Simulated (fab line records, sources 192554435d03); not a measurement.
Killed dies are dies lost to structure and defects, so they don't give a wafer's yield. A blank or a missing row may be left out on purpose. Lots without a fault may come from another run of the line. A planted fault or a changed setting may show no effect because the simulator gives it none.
fab line records | flow n5_finfet
record lots=7 wafers=18 last_day=18
route steps=1938 shown HKMG_FIN@436 BEOL_M4@1111
lots that met no fault: from a run of the same line without faults
start_h: hours from the record's first day to the start of the lot's first wafer shown | wait_h: hours since the lot's step before | " the same as in the row above | L1.1+2: a row that stands for several wafers | - no value, or no start given | * or withheld: withheld | < > ~ a bound
route shown NAME@n: a module of which the file shows steps, and the number in the route of the first | usual: mean/standard deviation of fault-free wafers | same: alike in all rows | chamber/n: place in a boat | sites: the reading at each site | _std_site: their standard deviation | _edge_site: outer sites' mean less inner sites' | radius_mm: how far each site lies from the wafer's centre | mask NAME#n: copy n | behind: the tool/chamber that last shaped the wafer | hold: why the lot was held/for how many hours/how that ended | device: the transistor (n, p or np) that didn't switch | end of line: the same wafers' tests at the end of the route | a step without rows: its recipe alone | killed: dies lost to structure and defects at the first sort, not the wafer's yield | map: a wafer's dies, x killed, . not, _ none there
set.NAME: the setting as run; set.NAME@STEP: as run at that earlier step | model.NAME: the simulator's own value behind a step, which no gauge read
lots at some steps of the route; a table a step, a row a wafer
services: from which hour (start_h, from the record's first day; less than 0 if before it) a tool's chamber was out of use, for how many hours, and why
## steps
# step N5_HKMG_FIN_STRIP_33
# recipe chemistry=N2/H2 temp_c=40 n2_flow_sccm=200 h2_flow_sccm=200 rf_frequency_hz=6e+07
# step N5_HKMG_FIN_STRIP_34
# recipe chemistry=CF4 resist=SiARC power_w=300 bias_power_w=75 pressure_mtorr=50 cf4_flow_sccm=150 rf_frequency_hz=6e+07
# usual bias_power_w=75.01/0.23 drypump_motor_current_A=5.8/0.35 oes_product_au=0.77/0.089 power_w=300.0/0.93 rf_vpp_V=270.5/1.4 showerhead_plenum_p_Torr=1.77/0.041 throttle_valve_pct=13.68/0.27
# columns lot.wafer tool chamber start_h wait_h bias_power_w drypump_motor_current_A oes_product_au power_w rf_hours_counter_h rf_vpp_V showerhead_plenum_p_Torr throttle_valve_pct
L809.2 rie_diel-06 2 83.96 0.0 74.80 5.9 0.68 299.3 235 271.9 1.77 13.59
L809.3 " 1 " " 75.46 5.9 0.76 300.4 132 271.1 1.80 13.70
L809.6 " 0 " " 75.23 5.8 0.68 301.9 - 271.0 1.78 13.96
L816.2 rie_diel-06 1 125.33 0.0 75.04 5.9 0.75 300.7 147 270.5 1.80 13.72
L816.3 " 3 " " 74.53 6.1 0.76 298.9 149 268.8 1.73 13.66
L816.6 " 3 " " 74.77 6.2 0.77 298.3 - 269.9 1.73 13.65
L819.1 rie_diel-06 3 143.89 0.0 75.08 6.2 0.76 300.0 157 270.3 1.73 13.66
L819.4 " 3 " " 74.87 6.2 0.76 300.1 - 267.2 1.73 13.65
L821.4 rie_diel-02 2 153.01 0.0 75.04 6.1 0.74 300.5 173 272.1 1.86 14.00
L821.6 " 2 " " 74.80 6.1 0.75 299.4 - 273.3 1.86 13.97
L822.1 rie_diel-05 1 163.12 0.0 74.78 5.1 0.93 299.7 14 271.0 1.75 13.22
L822.6 " 1 " " 74.96 5.1 0.94 300.4 - 271.3 1.75 13.22
L830.1 rie_diel-05 1 218.75 0.0 75.36 5.1 0.89 300.6 35 270.9 1.75 13.28
L830.2 " 2 " " 74.75 6.2 0.89 298.1 18 270.6 1.83 13.46
L830.6 " 1 " " 75.41 5.1 0.90 302.9 - 270.9 1.75 13.29
L831.4 rie_diel-06 3 221.08 0.0 74.82 6.2 0.74 300.2 176 271.1 1.72 13.71
L831.5 " 3 " " 74.72 6.2 0.75 299.6 - 271.1 1.72 13.70
L831.6 " 2 " " 75.20 5.9 0.90 299.0 - 270.1 1.76 13.13
# step N5_HKMG_FIN_ETCH_35
# recipe chemistry=N2/H2 target=SOC target_depth_a=2158 ion_energy_ev=65 bias_w=5 source_w=3000 time_s=243.4 pressure_mtorr=30 n2_flow_sccm=200 h2_flow_sccm=200
# step N5_HKMG_FIN_STRIP_92
# recipe chemistry=N2/H2 material=SOC time_s=20 power_w=500 temp_c=40 pressure_mtorr=50 rf_frequency_hz=6e+07 bias_power_w=8 h2_frac=0.5 n2_flow_sccm=300 h2_flow_sccm=300
# usual bias_power_w=7.999/0.024 drypump_motor_current_A=5.8/0.35 oes_product_au=0.78/0.093 power_w=500.0/1.5 rf_vpp_V=54.0/0.81 showerhead_plenum_p_Torr=3.30/0.081 throttle_valve_pct=19.1/0.32
# columns lot.wafer tool chamber start_h wait_h bias_power_w drypump_motor_current_A oes_product_au power_w rf_hours_counter_h rf_vpp_V showerhead_plenum_p_Torr throttle_valve_pct
L809.2 rie_diel-06 2 84.13 0.1 7.988 5.9 0.70 498.0 235 54.0 3.30 18.7
L809.3 " 1 " " 8.021 6.0 0.78 500.0 132 52.7 3.38 19.7
L809.6 " 0 " " 7.975 5.8 0.67 501.4 - 54.2 3.31 19.2
L816.2 rie_diel-06 1 125.50 0.1 8.053 6.0 0.76 500.2 147 54.2 3.37 19.7
L816.3 " 3 " " 8.000 6.2 0.76 499.4 149 53.5 3.23 18.9
L816.6 " 3 " " 8.035 6.2 0.76 499.3 - 53.2 3.23 19.0
L819.1 rie_diel-06 3 144.06 0.1 8.025 6.2 0.76 501.3 157 52.6 3.23 19.0
L819.4 " 3 " " 8.034 6.2 0.76 501.8 - 54.5 3.23 19.0
L821.4 rie_diel-02 2 153.18 0.1 7.986 6.2 0.76 498.9 173 55.5 3.48 19.3
L821.6 " 2 " " 8.003 6.2 0.75 497.6 - 54.3 3.48 19.3
L822.1 rie_diel-05 1 163.37 0.1 7.972 5.1 0.95 498.9 14 54.1 3.31 19.0
L822.6 " 1 " " 8.036 5.1 0.95 497.9 - 54.5 3.31 19.0
L830.1 rie_diel-05 1 218.92 0.1 7.980 5.1 0.91 502.0 35 52.6 3.30 19.1
L830.2 " 2 " " 8.022 6.3 0.92 497.9 18 54.4 3.42 18.9
L830.6 " 1 " " 8.020 5.1 0.90 500.9 - 54.0 3.30 19.1
L831.4 rie_diel-06 3 221.24 0.1 8.034 6.1 0.75 500.2 176 52.8 3.22 19.0
L831.5 " 3 " " 8.034 6.1 0.74 500.7 - 53.6 3.22 19.0
L831.6 " 2 " " 8.011 5.9 0.91 500.0 - 52.4 3.28 18.4
# step N5_HKMG_FIN_WET_ETCH_18
# recipe chemistry=SC1 target=TiN mix=1:1:5 temp_c=* time_s=55 target_depth_nm=5.2 dry=ipa_marangoni rinse_time_s=30 rinse_temp_c=23
# step N5_HKMG_FIN_STRIP_19
# recipe chemistry=N2/H2 power_w=2500 temp_c=300 h2_frac=0.65 time_s=360 pressure_mtorr=withheld n2_flow_sccm=1750 h2_flow_sccm=3250
# step N5_HKMG_FIN_ALD_91
# recipe material=TiN target_thk_a=10 temp_c=400 ald_precursor_family=TiCl4 ald_co_reactant=NH3 pulse_time_s=1 purge_time_s=3 co_reactant_purge_time_s=2 co_reactant_pulse_time_s=2 ald_cycles=47 pressure_torr=3
# usual co_reactant_pulse_time_s=2/0 heater_power_outer_w=553/67 heater_power_w=904/91 precursor_pulse_height_rel=1.001/0.02
# columns lot.wafer tool chamber start_h wait_h co_reactant_pulse_time_s heater_power_outer_w heater_power_w precursor_pulse_height_rel
L809.2 ald_metal-01 0 84.66 0.3 2 524 817 1.010
L809.3 " 1 " " 2 685 1048 0.975
L809.6 " 2 " " 2 454 750 0.986
L816.2 ald_metal-04 2 126.07 0.3 2 513 864 0.999
L816.3 " 1 " " 2 654 998 0.997
L816.6 " 2 " " 2 525 853 1.025
L819.1 ald_metal-04 3 144.58 0.3 2 469 833 0.988
L819.4 " 2 " " 2 529 844 0.988
L821.4 ald_metal-03 1 153.72 0.1 2 605 1013 1.012
L821.6 " 3 " " 2 501 804 0.980
L822.1 ald_metal-04 2 163.94 0.3 2 530 879 1.035
L822.6 " 3 " " 2 491 833 1.012
L830.1 ald_metal-03 2 219.45 0.3 2 611 962 0.985
L830.2 " 1 " " 2 613 1003 1.007
L830.6 " 3 " " 2 475 820 1.004
L831.4 ald_metal-04 0 221.77 0.1 2 552 937 0.984
L831.5 " 1 " " 2 656 980 0.966
L831.6 " 2 " " 2 526 849 1.015
# step N5_HKMG_FIN_COAT_85
# recipe resist=SOC temp_c=250 time_s=60 spin_rpm=1500 resist_thk_nm=300
# step N5_HKMG_FIN_ETCH_86
# recipe chemistry=N2/H2 target=SOC target_depth_a=3932 stop_on=TiN ion_energy_ev=100 bias_w=61 pressure_mtorr=30 source_w=850 n2_flow_sccm=200 h2_flow_sccm=200
# usual drypump_motor_current_A=5.9/0.32 oes_product_au=0.78/0.097 rf_vpp_V=240.1/1.2 showerhead_plenum_p_Torr=2.51/0.061 throttle_valve_pct=17.89/0.28
# columns lot.wafer tool chamber start_h wait_h drypump_motor_current_A oes_product_au rf_hours_counter_h rf_vpp_V showerhead_plenum_p_Torr throttle_valve_pct
L809.2 rie_diel-05 3 85.00 - 5.8 0.73 184 240.2 2.52 17.80
L809.3 " 0 " " 5.6 0.89 28 240.9 2.49 17.59
L809.6 " 1 " " 5.1 0.68 - 241.1 2.52 18.05
L816.2 rie_diel-05 0 126.41 - 5.6 0.86 44 240.6 2.49 17.64
L816.3 " 3 " " 5.8 0.71 200 240.3 2.51 17.84
L816.6 " 2 " " 6.3 0.68 - 241.6 2.61 18.13
L819.1 rie_diel-02 0 144.92 - 5.9 0.72 201 238.6 2.41 18.02
L819.4 " 2 " " 6.1 0.76 171 243.2 2.64 18.19
L821.4 rie_diel-05 1 154.08 - 5.1 0.95 10 239.4 2.51 17.66
L821.6 " 2 " " 6.2 0.67 - 241.6 2.60 18.15
L822.1 rie_diel-06 0 164.28 - 5.8 0.93 15 239.9 2.49 17.66
L822.6 " 1 " " 6.0 0.74 - 240.4 2.55 18.17
L830.1 rie_diel-06 2 219.82 - 5.9 0.91 27 240.2 2.48 17.29
L830.2 " 1 " " 6.0 0.72 184 240.8 2.54 18.21
L830.6 " 0 " " 5.8 0.89 - 240.6 2.48 17.68
L831.4 rie_diel-05 2 222.11 - 6.2 0.89 20 241.0 2.59 17.76
L831.5 " 0 " " 5.7 0.82 - 240.8 2.47 17.68
L831.6 " 1 " " 5.1 0.90 - 238.6 2.50 17.70
# step N5_HKMG_FIN_STRIP_89
# recipe chemistry=N2/H2 material=SOC time_s=20 power_w=500 temp_c=40 pressure_mtorr=50 rf_frequency_hz=6e+07 bias_power_w=8 h2_frac=0.5 n2_flow_sccm=300 h2_flow_sccm=300
# step N5_HKMG_FIN_WET_ETCH_87
# recipe chemistry=SC1 target=TiN mix=1:2:40 temp_c=50 time_s=154.2 target_depth_nm=4.7 dry=ipa_marangoni rinse_time_s=30 rinse_temp_c=23
# step N5_HKMG_FIN_STRIP_88
# recipe chemistry=N2/H2 power_w=2500 temp_c=300 h2_frac=0.65 time_s=360 pressure_mtorr=withheld n2_flow_sccm=1750 h2_flow_sccm=3250
# usual drypump_motor_current_A=5.6/0.41 heater_power_w=471/51
# columns lot.wafer tool chamber start_h wait_h drypump_motor_current_A heater_power_w rf_hours_counter_h
L809.2 plasma_asher-02 1 85.25 0.0 6.2 455 84
L809.3 " 1 " " 6.2 438 -
L809.6 " 0 " " 5.7 410 -
L816.2 plasma_asher-01 1 126.66 0.0 5.0 558 55
L816.3 " 1 " " 5.1 540 -
L816.6 " 1 " " 5.1 560 -
L819.1 plasma_asher-02 1 145.17 0.0 6.2 459 92
L819.4 " 1 " " 6.2 444 -
L821.4 plasma_asher-02 1 154.45 0.1 6.2 439 -
L821.6 " 1 " " 6.2 446 -
L822.1 plasma_asher-01 1 164.53 0.0 5.1 539 64
L822.6 " 0 " " 5.6 454 -
L830.1 plasma_asher-01 1 220.07 0.0 5.1 549 73
L830.2 " 0 " " 5.6 450 73
L830.6 " 0 " " 5.6 433 -
L831.4 plasma_asher-01 1 222.48 0.1 5.1 557 -
L831.5 " 1 " " 5.1 567 -
L831.6 " 0 " " 5.6 447 -
# step N5_HKMG_FIN_NWFM_ALD_20
# recipe material=TiAlC target_thk_a=20 temp_c=300 ald_precursor_family=TiCl4 ald_co_reactant=TEA pulse_time_s=3 purge_time_s=2 co_reactant_purge_time_s=2 co_reactant_pulse_time_s=10 ald_cycles=7 pressure_torr=3
# usual co_reactant_pulse_time_s=10/0 heater_power_outer_w=284/33 heater_power_w=508/54 precursor_pulse_height_rel=0.997/0.019
# columns lot.wafer tool chamber start_h wait_h co_reactant_pulse_time_s heater_power_outer_w heater_power_w precursor_pulse_height_rel
L809.2 ald_metal-03 0 85.63 0.3 10 292 508 1.010
L809.3 " 3 " " 10 254 460 0.996
L809.6 " 2 " " 10 311 533 1.009
L816.2 ald_metal-03 0 127.05 0.3 10 282 490 0.993
L816.3 " 3 " " 10 244 455 0.981
L816.6 " 3 " " 10 250 447 1.039
L819.1 ald_metal-03 2 145.56 0.3 10 304 534 1.035
L819.4 " 3 " " 14.121 250 458 1.013
L821.4 ald_metal-03 0 154.71 0.1 14.121 280 511 0.970
L821.6 " 1 " " 14.121 318 554 0.977
L822.1 ald_metal-03 3 164.92 0.3 10 257 448 0.990
L822.6 " 0 " " 14.121 281 507 0.990
L830.1 ald_metal-04 3 220.45 0.3 10 241 474 1.000
L830.2 " 1 " " 10 344 564 1.005
L830.6 " 0 " " 10 273 520 0.974
L831.4 ald_metal-01 1 222.75 0.1 10 340 609 1.026
L831.5 " 0 " " 10 275 468 1.019
L831.6 " 1 " " 10 338 588 0.999
# step N5_HKMG_FIN_ALD_71
# recipe material=TiN target_thk_a=10 temp_c=400 ald_precursor_family=TiCl4 ald_co_reactant=NH3 pulse_time_s=1 purge_time_s=3 co_reactant_purge_time_s=2 co_reactant_pulse_time_s=2 ald_cycles=47 pressure_torr=3
# step N5_BEOL_M4_RC_MEAS_101
# usual DIBL_N=36.4/1.3 DIBL_P=36.5/1.7 IOFF_N=0.154/0.022 IOFF_P=0.202/0.025 ION_N=671/9.8 ION_P=460/6.8 SS_N=71.6/0.54 SS_P=73.4/0.58 VT_N=250.9/2.8 VT_P=-251.4/2.7
# columns lot.wafer tool chamber start_h wait_h DIBL_N[mV/V] DIBL_P[mV/V] IOFF_N[nA/um] IOFF_P[nA/um] ION_N[uA/um] ION_P[uA/um] SS_N[mV/dec] SS_P[mV/dec] VT_N[mV] VT_P[mV]
L809.2 prober-02 0 172.60 0.2 36.5 35.3 0.150 0.178 675 458 71.1 73.0 250.9 -253.4
L809.3 " 0 " " 36.8 35.4 0.157 0.186 673 457 71.5 73.1 250.9 -253.5
L809.6 " 0 " " 35.9 35.0 0.145 0.176 675 455 72.2 73.3 251.1 -253.7
L816.2 prober-02 0 222.82 0.2 34.9 35.3 0.129 0.191 664 464 71.1 73.2 256.8 -250.7
L816.3 " 0 " " 38.1 39.3 0.194 0.264 684 474 72.1 73.9 247.2 -247.0
L816.6 " 0 " " 35.3 35.7 0.141 0.204 670 465 71.6 74.0 254.5 -253.1
L819.1 prober-02 0 228.32 0.0 36.7 37.2 0.154 0.200 664 453 71.4 73.1 250.5 -254.0
L819.4 " 0 " " 37.1 37.8 0.184 0.202 681 455 71.9 73.6 244.9 -253.7
L821.4 prober-02 0 231.18 0.5 35.0 35.3 0.164 0.190 683 460 71.7 72.9 248.6 -252.8
L821.6 " 0 " " 33.7 33.4 0.142 0.164 691 462 71.1 72.0 248.7 -253.0
L822.1 prober-02 0 261.41 0.0 35.9 35.8 0.158 0.198 677 467 72.0 74.0 248.8 -247.8
L822.6 " 0 " " 35.4 35.5 0.167 0.177 686 468 71.9 73.9 247.4 -253.6
L831.4 prober-01 0 306.06 0.5 36.5 37.8 0.169 0.209 689 468 71.7 74.0 248.4 -249.1
L831.5 " 0 " " 34.7 35.4 0.129 0.166 667 451 71.6 73.0 252.9 -251.2
L831.6 " 0 " " 36.7 38.3 0.172 0.206 689 462 72.6 72.5 248.4 -251.7
L830.1 prober-01 0 310.67 0.0 33.7 33.9 0.121 0.185 672 463 70.7 72.6 252.3 -248.9
L830.2 " 0 " " 34.9 35.8 0.146 0.217 684 471 71.2 73.6 250.0 -247.5
L830.6 " 0 " " 34.2 34.5 0.128 0.194 663 464 70.9 72.4 251.7 -248.6
## services
# columns tool chamber start_h hours kind
rie_diel-05 0 67.15 3.7 repair
ald_metal-03 - 68.26 1.0 repair
ald_metal-01 - 69.60 14.6 pm
ald_metal-01 3 85.92 15.1 repair
rie_diel-02 2 90.82 4.3 repair
rie_diel-06 0 102.20 - clean
rie_diel-06 0 102.20 - consumable_replace:focus_ring
rie_diel-06 0 102.20 26.8 scheduled_down
rie_diel-06 0 102.20 26.8 vent_cycle
rie_diel-05 1 112.02 - clean
rie_diel-05 1 112.02 - consumable_replace:focus_ring
rie_diel-05 1 112.02 15.9 scheduled_down
plasma_asher-02 - 112.53 15.6 pm
rie_diel-05 3 117.14 1.4 repair
rie_diel-06 2 129.03 - clean
rie_diel-06 2 129.03 - consumable_replace:focus_ring
rie_diel-06 2 129.03 18.5 scheduled_down
rie_diel-06 2 129.03 18.5 vent_cycle
rie_diel-05 0 158.30 8.1 repair
rie_diel-02 2 180.54 3.9 repair
rie_diel-05 3 185.11 4.9 repair
ald_metal-03 - 206.09 6.0 pm
plasma_asher-01 - 208.67 0.9 repair
rie_diel-06 2 209.85 1.5 repair
## key
first_sign step=N5_HKMG_FIN_NWFM_ALD_20 reading=co_reactant_pulse_time_s direction=up sigmas=99+ usual=* struck=*
effect none on later readings
met_at N5_HKMG_FIN_NWFM_ALD_20
struck_wafers L819.4,L821.4,L821.6,L822.6
onset_between 127.05 145.56
fault kind=process_parameter_drift tool=ald_metal-03 chamber=- onset_h=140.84 steps=N5_HKMG_FIN_NWFM_ALD_20 channel=co_reactant_pulse_time_s offset=* shape=step end_h=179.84 scope=struck_wafers_only acts_in=* stated=*
